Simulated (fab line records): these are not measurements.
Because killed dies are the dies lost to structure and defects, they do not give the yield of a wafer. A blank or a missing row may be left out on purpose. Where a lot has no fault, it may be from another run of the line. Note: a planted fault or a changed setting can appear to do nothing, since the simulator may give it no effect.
Lot-split experiment	flow n5_finfet	7 lots, 21 wafers read, on a route of 1938 steps

SPLIT DETAILS
At N5_BEOL_M2_COAT_62 (time 60 s, resist thk 12 nm), the setting spin_rpm was moved away from the recipe's 1500 rpm on 8 of the 21 wafers read, by -9.0% to +10.3%. For the rest of the wafers, this setting stayed at what the recipe calls for.

FROM THE SPLIT TO THE READING: what the file shows between them, 4 steps
- N5_BEOL_M2_COAT_73: time 60 s, resist thk 5 nm
- N5_BEOL_M2_COAT_05: resist thk 30 nm
- N5_BEOL_M2_DESCUM_16: chemistry O2, time 7 s
- N5_BEOL_M2_ETCH_74: etches underlayer in N2/H2, target depth 6.5 nm, time 5.2 s

THE READING
etch.depth_nm (the simulator's own value, which no gauge read), in nm, at N5_BEOL_M2_ETCH_63 (etches SiARC in CF4, target depth 15.6 nm, time 26 s). The file does not state a usual value for it. Here, 13 wafers ran the recipe; their average is 12.00 nm with a standard deviation of 0.035 nm.

wafer	tool, chamber at the split	spin_rpm as run, rpm	against the recipe	etch.depth_nm, nm	against lot-mates on the recipe
L076.3	litho_track-01, 0	1500	recipe	12.01	-
L076.6	litho_track-01, 0	1500	recipe	12.01	-
L076.5	litho_track-01, 0	1654	+10.3%	11.43	-0.58
L078.1	litho_track-01, 0	1500	recipe	12	-
L078.3	litho_track-01, 0	1558	+3.9%	11.8	-0.20
L078.6	litho_track-01, 0	1558	+3.9%	11.8	-0.20
L079.2	litho_track-03, 0	1500	recipe	12.04	-
L079.6	litho_track-03, 0	1500	recipe	12.04	-
L079.5	litho_track-03, 0	1500	recipe	12.03	-
L080.1	litho_track-03, 0	1500	recipe	12.04	-
L080.3	litho_track-03, 0	1500	recipe	11.98	-
L080.4	litho_track-03, 0	1440	-4.0%	12.27	+0.26
L083.3	litho_track-02, 0	1500	recipe	12	-
L083.4	litho_track-02, 0	1365	-9.0%	12.56	+0.56
L083.6	litho_track-02, 0	1365	-9.0%	12.61	+0.61
L085.3	litho_track-02, 0	1611	+7.4%	11.65	-0.40
L085.5	litho_track-02, 0	1500	recipe	12.05	-
L085.6	litho_track-02, 0	1611	+7.4%	11.63	-0.42
L087.2	litho_track-02, 0	1500	recipe	11.94	-
L087.4	litho_track-02, 0	1500	recipe	11.96	-
L087.5	litho_track-02, 0	1500	recipe	11.95	-

THE FIT
A straight line over all 21 wafers: etch.depth_nm changes by -0.0581 nm for each +1% of spin_rpm; r = -0.99; the points scatter about the line by 0.04 nm.
The same after taking each lot's own level away (the mean of its wafers on the recipe; 21 wafers): -0.0598 nm for each +1%; r = -1.00; scatter 0.023 nm.
Per that fit: largest spin_rpm move, reading shift of 0.61 nm.
Measured against the standard deviation above, the lots' own levels, which go from 11.950 to 12.050 nm, span 2.8 times it.
The two slopes are in agreement: the lot-to-lot level therefore moves the slope only a little.
Check: -0.609 nm against its lot-mates is what the line predicts for one of the wafers moved furthest among these (+10.3%) when that wafer is left out of the fit. Against them it came out at -0.58 nm.

THE WHOLE CHAIN: every reading that the file lists as answering this split, in the file's order
step	what it does	reading	change (the file's fit)	r (the file's)
N5_BEOL_M2_COAT_62	time 60 s, resist thk 12 nm	SiARC_of_BEOL_M2_COAT_62.thk_nm (the simulator's own value, which no gauge read)	-0.0591 nm for each +1% of the setting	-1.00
N5_BEOL_M2_ETCH_63	etches SiARC in CF4, target depth 15.6 nm, time 26 s	etch.depth_nm (the simulator's own value, which no gauge read)	-0.059 nm for each +1% of the setting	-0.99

FILE'S OWN FIT
etch.depth_nm changes by -0.059 nm for each +1% of spin_rpm, r = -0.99.
